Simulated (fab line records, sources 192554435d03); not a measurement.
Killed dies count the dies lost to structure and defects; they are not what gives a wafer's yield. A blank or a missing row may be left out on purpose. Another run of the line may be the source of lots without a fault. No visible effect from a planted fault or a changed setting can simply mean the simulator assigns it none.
Split-lot trial    flow n5-finfet    21 wafers read across 7 lots, on a route 1938 steps long

## SPLIT DETAILS
At N5_BEOL_M9_COAT_64 (time 60 s, resist thk 12 nm), the setting spin-rpm was moved away from the recipe's 1500 rpm on 5 of the 21 wafers read, by -6.7% to +10.4%. This setting was run at the recipe's value on the other wafers.

## FROM THE SPLIT TO THE READING: what the file shows between them, 5 steps
- N5_BEOL_M9_COAT_75: time 60 s, resist thk 5 nm
- N5_BEOL_M9_COAT_22: resist thk 30 nm
- N5_BEOL_M9_DESCUM_33: chemistry O2, time 7 s
- N5_BEOL_M9_ETCH_76: etches underlayer in N2/H2, target depth 6.5 nm, time 5.2 s
- N5_BEOL_M9_ETCH_65: etches SiARC in CF4, target depth 15.6 nm, time 26 s

## THE READING
SiARC_of_BEOL_M9_COAT_64.thk-nm (the simulator's own value, which no gauge read), in nm, at N5_BEOL_M9_ETCH_66 (etches SOC in N2/H2, target depth 80 nm, overetch 16 nm, time 120 s). The file gives no usual value for it. The 16 wafers here that ran the recipe average 6.4 nm, standard deviation 0.16 nm.

wafer   tool, chamber at the split  spin-rpm as run, rpm  against the recipe  SiARC_of_BEOL_M9_COAT_64.thk-nm, nm  against lot-mates on the recipe
L080.2  litho-track-04, 0           1500                  recipe              6.2                                  -
L080.3  litho-track-04, 0           1500                  recipe              6                                    -
L080.6  litho-track-04, 0           1399                  -6.7%               7                                    +0.9
L084.1  litho-track-01, 0           1500                  recipe              6.4                                  -
L084.4  litho-track-01, 0           1500                  recipe              6.4                                  -
L084.2  litho-track-01, 0           1500                  recipe              6.6                                  -
L083.4  litho-track-04, 0           1500                  recipe              6.4                                  -
L083.5  litho-track-04, 0           1500                  recipe              6.2                                  -
L083.6  litho-track-04, 0           1500                  recipe              6.2                                  -
L085.1  litho-track-04, 0           1500                  recipe              6.4                                  -
L085.3  litho-track-04, 0           1500                  recipe              6.4                                  -
L085.4  litho-track-04, 0           1500                  recipe              6.4                                  -
L086.1  litho-track-04, 0           1500                  recipe              6.6                                  -
L086.2  litho-track-04, 0           1656                  +10.4%              5.8                                  -0.8
L086.5  litho-track-04, 0           1656                  +10.4%              5.6                                  -1.0
L088.3  litho-track-01, 0           1591                  +6.1%               6.2                                  -0.2
L088.4  litho-track-01, 0           1591                  +6.1%               6                                    -0.4
L088.6  litho-track-01, 0           1500                  recipe              6.4                                  -
L092.2  litho-track-03, 0           1500                  recipe              6.4                                  -
L092.3  litho-track-03, 0           1500                  recipe              6.6                                  -
L092.5  litho-track-03, 0           1500                  recipe              6.2                                  -

FIT RESULTS
A straight line over all 21 wafers: SiARC_of_BEOL_M9_COAT_64.thk-nm changes by -0.0653 nm for each +1% of spin-rpm; r = -0.84; the points scatter about the line by 0.17 nm.
The same after taking each lot's own level away (the mean of its wafers on the recipe; 21 wafers): -0.0877 nm for each +1%; r = -0.93; scatter 0.14 nm.
The reading moves by 0.91 nm for the largest change in spin-rpm, on that fit.
From 6.10 to 6.60 nm: that is the span of the lots' own levels, equal to 3.1 times the standard deviation above.
So the lot-to-lot level changes the slope: the two fits differ.
Check: with one of the wafers moved furthest among these (+10.4%) left out of the fit, the line predicts -0.91 nm for it against its lot-mates. It came out at -0.8 nm against them.

## FURTHER SPLITS ON THESE WAFERS
These wafers also went through other splits before the reading. Each is held against what the fit with the lots' levels taken away leaves over:
other split on the same wafers  wafers away from the commonest value  r with SiARC_of_BEOL_M9_COAT_64.thk-nm (lot level and that fit taken away)
N5_BEOL_M6_EXPOSE_08 dose-mj    8                                     +0.25
N5_BEOL_M7_COAT_71 spin-rpm     12                                    +0.33
N5_BEOL_M7_DESCUM_33 time-s     9                                     +0.26
N5_BEOL_M9_ETCH_62 time-s       5                                     +0.05

## THE WHOLE CHAIN: every reading that the file lists as answering this split, in the file's order
step                what it does                                                         reading                                                                           change (the file's fit)                 r (the file's)
N5_BEOL_M9_COAT_64  time 60 s, resist thk 12 nm                                          SiARC_of_BEOL_M9_COAT_64.thk-nm (the simulator's own value, which no gauge read)  -0.0597 nm for each +1% of the setting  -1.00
N5_BEOL_M9_ETCH_65  etches SiARC in CF4, target depth 15.6 nm, time 26 s                 etch-rf-on-time-s                                                                 withheld for each +1% of the setting    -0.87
N5_BEOL_M9_ETCH_65  etches SiARC in CF4, target depth 15.6 nm, time 26 s                 etch.depth-nm (the simulator's own value, which no gauge read)                    -0.0561 nm for each +1% of the setting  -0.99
N5_BEOL_M9_ETCH_66  etches SOC in N2/H2, target depth 80 nm, overetch 16 nm, time 120 s  SiARC_of_BEOL_M9_COAT_64.thk-nm (the simulator's own value, which no gauge read)  -0.0906 nm for each +1% of the setting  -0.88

## THE FILE'S OWN FIT
SiARC_of_BEOL_M9_COAT_64.thk-nm changes by -0.0906 nm for each +1% of spin-rpm, r = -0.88.
